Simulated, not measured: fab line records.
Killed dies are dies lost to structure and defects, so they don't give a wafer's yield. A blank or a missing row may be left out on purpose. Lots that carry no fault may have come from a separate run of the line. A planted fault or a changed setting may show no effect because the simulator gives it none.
Code-filled problem report in 8D (eight disciplines) form / flow n5Finfet / the parts of the form that need people (team, actions taken, sign-off) are left out

1. WHAT WENT WRONG
killed_at_M0_to_M3 at N5_PASSIVATION_PROBE_49 reads a mean of 189 on 2 wafers of 1 lot; wafers without a fault read 34 with a standard deviation of 10. That is +16 standard deviations from the usual mean.
Seen first at day 15 09:23 on prober-02, wafer L524.2. At this step, 6 wafers from 2 lots have a number in the record. Rule for "out" (also "out of limits"): further than 4 standard deviations from the usual mean. All remaining wafers that have a number are taken as sound.

2. WHAT IT IS, AND WHAT IT ISN'T
question=which readings at this step | is=killed_at_M0_to_M3, defectLimitedYield, killedDies, sort_bin_5_function, sortNPass, sortYieldPct | is not=killed_at_M4_up, killedAtContacts, killedAtFrontEnd, killedAtOther, killedOpen, killedShort
question=which lots | is=L524 | is not=L523
question=which wafers of those lots | is=L524.2, L524.5 | is not=L524.4
question=read on which tools | is=prober-02 | is not=prober-01
question=when | is=from day 15 09:23 | is not=up to then (3 sound wafers); but 1 sound wafer of L524 came after

3. SUSPECTS, AND WHAT RULES EACH OUT
Counting: any tool at a process step up to the reading remains a suspect provided it ran every lot that is out. Sound lots after the first of them don't rule it out here, since some wafers of a struck lot are sound.
- cvdCo-02 at N5_BEOL_M2_CVD_47 (deposits Co from CCTBA/H2, target thk 3 nm, time 223.8 s): kept. It ran the lot that is out, L524 (day 9 15:13).
- rieDiel-04 at N5_PASSIVATION_ETCH_15 (etches SiCN in CF4/N2, target depth 75 nm, time 81.2 s): kept. It ran the lot that is out, L524 (day 15 04:49). N5_PASSIVATION_ETCH_15 gives no start for some lots, so the hours and the order of its lots are those of N5_PASSIVATION_STRIP_34.
- rieDiel-01 at N5_PASSIVATION_STRIP_34 (strips in O2): kept. It ran the lot that is out, L524 (day 15 04:49).
- prober-02 at N5_PASSIVATION_PROBE_49: kept. It ran the lot that is out, L524 (day 15 09:23). Its own readings are out on those wafers: defectLimitedYield, killed_at_M0_to_M3, killedDies, sort_bin_5_function, sortNPass, sortYieldPct.
- Within rieDiel-04 at N5_PASSIVATION_ETCH_15: the wafers that are out ran in chambers 0, 3; their sound lot-mates ran in chamber 2.
- Within rieDiel-01 at N5_PASSIVATION_STRIP_34: the wafers that are out ran in chambers 1, 3; their sound lot-mates ran in chamber 2.
Left after counting: cvdCo-02 at N5_BEOL_M2_CVD_47, rieDiel-04 at N5_PASSIVATION_ETCH_15, rieDiel-01 at N5_PASSIVATION_STRIP_34, prober-02 at N5_PASSIVATION_PROBE_49.

4. THE CAUSE (what the simulator had put in)
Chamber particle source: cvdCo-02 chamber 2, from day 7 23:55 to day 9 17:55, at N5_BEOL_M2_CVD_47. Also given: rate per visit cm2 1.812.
This tool is one of the 4 suspects left after counting.

5. SEQUENCE OF EFFECTS, ordered by route
One row per reading whose mean, taken over the struck wafers that have a number, lies over 3 standard deviations from the usual. Scope: only readings with a usual standard deviation given in the record; hours: median across lots of the time from each lot's start at the first step in this table that gives one to its start at this step; sigmas: change in usual standard deviations.
hours=0; step=N5_PASSIVATION_PROBE_49; reading=defectLimitedYield; usual=91.3 %; on struck wafers=79.6; change=-11.7; sigmas=-7.8
hours=0; step=N5_PASSIVATION_PROBE_49; reading=killed_at_M0_to_M3; usual=34; on struck wafers=189; change=+155; sigmas=+16
hours=0; step=N5_PASSIVATION_PROBE_49; reading=killedDies; usual=103; on struck wafers=242; change=+138; sigmas=+7.7
hours=0; step=N5_PASSIVATION_PROBE_49; reading=sort_bin_5_function; usual=5.2 %; on struck wafers=11.9; change=+6.7; sigmas=+6.8
hours=0; step=N5_PASSIVATION_PROBE_49; reading=sortNPass; usual=1077; on struck wafers=938; change=-138; sigmas=-7.7
hours=0; step=N5_PASSIVATION_PROBE_49; reading=sortYieldPct; usual=91.3 %; on struck wafers=79.6; change=-11.7; sigmas=-7.8
Process steps it contains:
- N5_PASSIVATION_PROBE_49

6. WHAT WOULD HAVE CAUGHT IT SOONER
First out-of-limits reading in this record: day 15 09:23, which is 177 hours after fault onset at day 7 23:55.
The start of N5_BEOL_M2_CVD_47 on cvdCo-02 came by day 15 09:23 for every one of the lots that are out (1). None of them would have been spared by holding the tool at that moment.
